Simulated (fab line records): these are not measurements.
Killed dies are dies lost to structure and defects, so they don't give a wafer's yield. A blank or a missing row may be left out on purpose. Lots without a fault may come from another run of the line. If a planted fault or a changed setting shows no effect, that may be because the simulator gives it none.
Comparing a struck lot with a sound one ; flow nand-harc ; 17 out of 1159 route steps
Sound: wafers L710.3, L710.5, L710.6. Struck: wafers L706.1, L706.5, L706.6. The cause comes at the end.
Order at every step that has rows: each side's tool, ch and its chambers, its first start. Under that, the readings that differ: sound wafers ; struck wafers ; difference of the means ; sigmas: that difference in standard deviations of wafers without a fault.
alike: readings with means less than 2 such deviations apart, plus words and numbers identical on both sides. not compared: withheld readings, readings lacking a value on some wafer, bounds such as >300 that could conceal the same value, and numbers that have no deviation in the record and whose values overlap.
A row with sigmas, a row that says differs or no value, or rows on one side alone: a step with any of these is where the two part. When numbers do not overlap yet have no deviation, they are printed without sigmas and do not part them. Lack of a reading on every wafer of one side parts them only where that side has two or more wafers.

NHARC_A_STAIRCASE_CMP_472: polishes SiO2.
  sound on cmp-03 ch 1,2, day 17 09:02; struck on cmp-01 ch 0,1,3, day 16 07:31
  alike: motor-current-A, retaining-ring-pressure-frac
after that, 1 step had no rows for these wafers: NHARC_A_STAIRCASE_SRD_474.
NHARC_A_STAIRCASE_INSPECT_155:
  sound on defect-inspect-01 at day 17 09:23; struck on defect-inspect-01 at day 16 07:49
  alike: raw-defect-count
NHARC_A_SGD_CUT_DEP_00: deposits SiNx, target thk 50 nm.
  sound on pecvd-03 ch 0,2, day 17 09:30; struck on pecvd-03 ch 0,1,2, day 16 07:53
  alike: heater-power-w
then, 7 steps without rows for these wafers: NHARC_A_SGD_CUT_DEHYDRATE_01 (time 120 s); NHARC_A_SGD_CUT_HMDS_02 (time 30 s); NHARC_A_SGD_CUT_COAT_56 (time 75 s); NHARC_A_SGD_CUT_COAT_57 (time 65 s); NHARC_A_SGD_CUT_COAT_03 (resist thk 90 nm); NHARC_A_SGD_CUT_SOFTBAKE_04 (time 55 s); NHARC_A_SGD_CUT_EBR_05.
NHARC_A_SGD_CUT_EXPOSE_06: exposes mask SGD.
  sound on arfi-scanner-01 ch 0, day 17 10:02; struck on arfi-scanner-02 ch 0, day 16 08:20
reading;sound;struck;difference;sigmas
exposure-dose-mJ-cm2;85.42 85.52 85.57;95.46 95.39 95.52;+9.95;+99 or more
  alike: mask
then, 2 steps without rows for these wafers: NHARC_A_SGD_CUT_PEB_07 (peb time 65 s); NHARC_A_SGD_CUT_DEVELOP_08 (develop time 35 s).
NHARC_A_SGD_CUT_CD_MEAS_09: target cd 100 nm.
  sound on cd-sem-02 ch 0, day 17 10:10; struck on cd-sem-02 ch 0, day 16 08:28
reading;sound;struck;difference;sigmas
cd-nm (nm);99.7 99.9 99.7;106.9 107.2 106.9;+7.2;+15
NHARC_A_SGD_CUT_OVL_MEAS_10:
  sound on overlay-01 at day 17 10:16; struck on overlay-02 at day 16 08:34
  alike: overlay-x-nm, overlay-y-nm
-- record jumps: 6 days between struck wafers' starts before vs after; left off in module A_SGD_CUT, resumes in module END, first step shown is number 1159 of the route --
NHARC_END_SORT_01:
  sound on prober-01 ch 0, day 23 03:20; struck on prober-01 ch 0, day 22 01:40
reading;sound;struck;difference;sigmas
killed-at-other;3 3 3;1 1 1;-2;-2
  alike: killed-at-array, killed-at-periphery, killed-dies, killed-open, killed-short

WHERE THEY PART
Last at NHARC_END_SORT_01 as far as this record goes, first at NHARC_A_SGD_CUT_EXPOSE_06.

WHY: what the simulator had put in
Process parameters drifting: arfi-scanner-02 at NHARC_A_SGD_CUT_EXPOSE_06, beginning at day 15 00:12. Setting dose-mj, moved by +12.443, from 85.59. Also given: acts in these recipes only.
